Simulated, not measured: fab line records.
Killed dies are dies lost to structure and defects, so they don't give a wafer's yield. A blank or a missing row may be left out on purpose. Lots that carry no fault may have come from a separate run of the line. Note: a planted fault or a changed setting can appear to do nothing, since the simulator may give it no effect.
The tool behind it: which one? ; flow nand harc ; 10 lots with 30 wafers sampled at 5 steps, on a route of 1302 steps

== WHAT EACH GAUGE READ, for each wafer ==
NHARC_END_SORT_01.
lot;measured;on;killed dies
L608;day 24 08:58;prober-01;49 62 46
L610;day 25 01:35;prober-01;50 45 51
L619;day 28 12:16;prober-01;677 677 677
L618;day 28 10:43;prober-02;677 677 677
L624;day 31 15:04;prober-02;28 22 34
L627;day 31 23:41;prober-01;21 33 21
L630;day 33 17:06;prober-02;65 59 49

== TOOL THAT RAN EACH LOT (tool first, then ch and the chambers of the sampled wafers, then the start) ==
lot;NHARC_A_CONTACT_ETCH_91;NHARC_A_CONTACT_ETCH_30;NHARC_A_CONTACT_ETCH_31;NHARC_A_CONTACT_ETCH_137
L608;rie diel-03 ch 2,3, day 22 01:18;rie diel-12 ch 1,2,3, day 22 05:47;rie diel-12 ch 0,1, day 22 07:13 or earlier;har cap etch-03 ch 0,1, day 22 07:13
L610;rie diel-12 ch 0,1,3, day 22 19:54;rie diel-08 ch 1,2,3, day 23 00:21;rie diel-08 ch 1,2, day 23 01:41 or earlier;har cap etch-01 ch 0,1, day 23 01:41
L619;rie diel-12 ch 0,1,2, day 26 04:39;rie diel-08 ch 0,1, day 26 09:01;rie diel-08 ch 1,3, day 26 10:27 or earlier;har cap etch-03 ch 0,1, day 26 10:27
L618;rie diel-12 ch 0,2,3, day 26 05:44;rie diel-12 ch 1,2,3, day 26 10:10;rie diel-12 ch 1,2,3, day 26 11:30 or earlier;har cap etch-01 ch 0,1, day 26 11:30
L622;rie diel-12 ch 0,3, day 27 15:25;rie diel-12 ch 0,1,3, day 27 19:43;rie diel-12 ch 0,1, day 27 21:07 or earlier;har cap etch-01 ch 0,1, day 27 21:07
L623;rie diel-12 ch 0,1,2, day 27 16:25;rie diel-12 ch 0,1,2, day 27 20:55;rie diel-12 ch 0,2,3, day 27 22:21 or earlier;har cap etch-03 ch 0,1, day 27 22:21
L624;rie diel-12 ch 1,2, day 29 00:56;rie diel-12 ch 1,2,3, day 29 11:05;rie diel-12 ch 1,2,3, day 29 12:32 or earlier;har cap etch-03 ch 0,1, day 29 12:32
L627;rie diel-12 ch 1,2,3, day 29 17:28;rie diel-12 ch 1,2,3, day 29 22:47;rie diel-12 ch 0,2,3, day 30 00:08 or earlier;har cap etch-01 ch 0,1, day 30 00:08
L630;rie diel-12 ch 0,2,3, day 31 04:28;rie diel-12 ch 1,2, day 31 12:17;rie diel-12 ch 0,1, day 31 13:46 or earlier;har cap etch-01 ch 0,1, day 31 13:46
L631;rie diel-12 ch 0,1, day 31 13:36;rie diel-12 ch 0,1, day 31 17:56;rie diel-12 ch 1,2,3, day 31 19:25 or earlier;har cap etch-02 ch 0,1, day 31 19:25
- NHARC_A_CONTACT_ETCH_91: etches the open film in CH3F/O2, target depth 40 nm, time 85.7 s.
- NHARC_A_CONTACT_ETCH_30: etches the open film in CF4/CHF3, target depth 72.6 nm, time 36.3 s.
- NHARC_A_CONTACT_ETCH_31: etches the open film in O2/COS, target depth 2800 nm, time 728 s.
- NHARC_A_CONTACT_ETCH_137: etches the open film in C4F8/O2/Ar, time 311 s, target depth 1912 nm.

== THE ANSWER, worked out from the rows above alone ==
Rule: the lots themselves supply what counts as usual. The widest of any qualifying gaps counts: lots, ordered by their means at a reading, are off when they make up no more than a third of the lots, leave a main group of 4 or more, and stand apart from it by 3 or more times the standard deviation of that group's means. Not used: any main group whose means are identical at the precision the tables above print for the reading. A lot without any number at a reading at which 4 lots or more have one is off too. The other lots that the step has rows for count as sound.
Off at NHARC_END_SORT_01 (killed dies): L619, L618. The main group has a mean of 42 with a standard deviation of 13. Neither off nor sound, because the step has no rows for them: L622, L623, L631.
A tool fits if, at a process step before that reading, it ran every lot that is off, and no sound lot after the first of them. Those tools and the gauges at NHARC_END_SORT_01 are tried in the same way. NHARC_A_CONTACT_ETCH_31: start missing for some lots; hours and lot order therefore follow NHARC_A_CONTACT_ETCH_137. No candidate that was tried fits.

== WHAT THE SIMULATOR HAD INSERTED ==
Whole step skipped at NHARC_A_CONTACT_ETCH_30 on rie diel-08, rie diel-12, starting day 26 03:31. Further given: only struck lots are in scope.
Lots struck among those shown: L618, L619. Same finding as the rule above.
